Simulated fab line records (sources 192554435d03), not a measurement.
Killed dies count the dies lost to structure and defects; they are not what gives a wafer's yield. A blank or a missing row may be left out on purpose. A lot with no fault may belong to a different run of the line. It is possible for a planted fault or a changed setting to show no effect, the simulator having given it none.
Chamber matching	flow n5 finfet	N5_HKMG_FIN_STRIP_89 on rie diel-02 has 4 sister chambers
The step strips SOC in N2/H2, time 20 s. 8 wafers are shown with their chamber, then 7 later ones without.

WAFERS PAIRED WITH THEIR CHAMBERS
wafer	chamber	throttle valve pct (%)	showerhead plenum p Torr (Torr)
L080.4	3	18.78	3.39
L080.5	1	18.81	3.38
L082.3	1	18.81	3.38
L087.2	3	18.79	3.38
L087.3	2	19.40	3.36
L087.6	0	18.82	3.25
L089.2	0	18.83	3.24
L089.3	2	19.41	3.35

WAFERS WITHOUT THEIR CHAMBER
wafer	throttle valve pct (%)	showerhead plenum p Torr (Torr)
L089.6	18.83	3.24
L092.3	18.84	3.24
L092.4	18.86	3.37
L092.6	18.83	3.24
L093.1	19.43	3.35
L093.3	18.81	3.38
L093.4	18.86	3.37

THE CHAMBER EACH PASSED THROUGH
wafer	from the rows above	in truth
L089.6	0	0
L092.3	0	0
L092.4	1	1
L092.6	0	0
L093.1	2	2
L093.3	1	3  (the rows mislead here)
L093.4	1	1
Placed correctly: 6 of 7. Number that these rows cannot place: 0. Placed wrongly: 1.
How it was worked out, from the rows above alone: a wafer's distance from a chamber is the root of the sum, over the readings, of the square of ((its reading less the chamber's mean) divided by the reading's scatter). The wafer belongs to the nearest chamber; if the next one is less than 2 further off, it can't be placed. Each chamber's mean is taken over the wafers shown for it. The scatter: take each reading less its chamber's mean, square it, sum over the shown wafers, divide by the number of wafers less the number of chambers, and take the root.
